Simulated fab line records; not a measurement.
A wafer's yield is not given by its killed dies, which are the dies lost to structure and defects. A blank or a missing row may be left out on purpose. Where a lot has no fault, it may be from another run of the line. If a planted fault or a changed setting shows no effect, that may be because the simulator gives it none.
Chamber matching || flow n5-finfet || ald-sin-03 running N5_BEOL_M2_ALD_98: 4 sister chambers
The step deposits SiO2, target thk 2.5 nm, pulse time 1 s, co reactant pulse time 1 s. 8 wafers are shown with their chamber, then 11 later ones without.

== EACH WAFER AND ITS CHAMBER ==
{"wafer": "L084.1", "chamber": 1, "heater-power-w (W)": 69, "precursor-pulse-height-rel": 1.000}
{"wafer": "L083.4", "chamber": 3, "heater-power-w (W)": 76, "precursor-pulse-height-rel": 1.011}
{"wafer": "L086.2", "chamber": 3, "heater-power-w (W)": 76, "precursor-pulse-height-rel": 1.017}
{"wafer": "L086.5", "chamber": 0, "heater-power-w (W)": 69, "precursor-pulse-height-rel": 0.996}
{"wafer": "L087.2", "chamber": 2, "heater-power-w (W)": 83, "precursor-pulse-height-rel": 0.999}
{"wafer": "L087.4", "chamber": 1, "heater-power-w (W)": 70, "precursor-pulse-height-rel": 0.975}
{"wafer": "L087.6", "chamber": 2, "heater-power-w (W)": 83, "precursor-pulse-height-rel": 1.005}
{"wafer": "L089.2", "chamber": 0, "heater-power-w (W)": 67, "precursor-pulse-height-rel": 1.002}

== WAFERS WITHOUT THEIR CHAMBER ==
{"wafer": "L089.4", "heater-power-w (W)": 82, "precursor-pulse-height-rel": 1.009}
{"wafer": "L089.6", "heater-power-w (W)": 68, "precursor-pulse-height-rel": 1.011}
{"wafer": "L090.1", "heater-power-w (W)": 69, "precursor-pulse-height-rel": 0.979}
{"wafer": "L090.5", "heater-power-w (W)": 67, "precursor-pulse-height-rel": 1.000}
{"wafer": "L090.6", "heater-power-w (W)": 77, "precursor-pulse-height-rel": 1.017}
{"wafer": "L093.3", "heater-power-w (W)": 69, "precursor-pulse-height-rel": 1.002}
{"wafer": "L093.4", "heater-power-w (W)": 82, "precursor-pulse-height-rel": 0.988}
{"wafer": "L093.5", "heater-power-w (W)": 71, "precursor-pulse-height-rel": 1.003}
{"wafer": "L095.1", "heater-power-w (W)": 68, "precursor-pulse-height-rel": 0.964}
{"wafer": "L095.5", "heater-power-w (W)": 76, "precursor-pulse-height-rel": 1.054}
{"wafer": "L095.6", "heater-power-w (W)": 69, "precursor-pulse-height-rel": 1.015}

== THE CHAMBER EACH PASSED THROUGH ==
{"wafer": "L089.4", "from the rows above": 2, "in truth": 2}
{"wafer": "L089.6", "from the rows above": "can't be placed: 0 or 1", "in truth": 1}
{"wafer": "L090.1", "from the rows above": "can't be placed: 1 or 0", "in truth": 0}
{"wafer": "L090.5", "from the rows above": 0, "in truth": 0}
{"wafer": "L090.6", "from the rows above": 3, "in truth": 3}
{"wafer": "L093.3", "from the rows above": "can't be placed: 0 or 1", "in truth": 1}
{"wafer": "L093.4", "from the rows above": 2, "in truth": 2}
{"wafer": "L093.5", "from the rows above": "can't be placed: 1 or 0", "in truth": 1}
{"wafer": "L095.1", "from the rows above": "can't be placed: 1 or 0", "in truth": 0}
{"wafer": "L095.5", "from the rows above": 3, "in truth": 3}
{"wafer": "L095.6", "from the rows above": "can't be placed: 0 or 1", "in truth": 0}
Placed correctly: 5 of 11. Can't be placed from these rows: 6 (the true chamber is among the candidates in 6). Number placed wrongly: 0.
How it was worked out, from the rows above alone: a wafer's distance from a chamber is the root of the sum, over the readings, of the square of ((its reading less the chamber's mean) divided by the reading's scatter). If the next closest chamber is less than 2 further off than the closest, the wafer can't be placed; otherwise it belongs to the closest. A chamber's mean is the mean of its shown wafers. How the scatter is found: for the shown wafers, subtract from each reading the mean of its chamber, square and add these, divide the total by (wafers less chambers), then take the root.
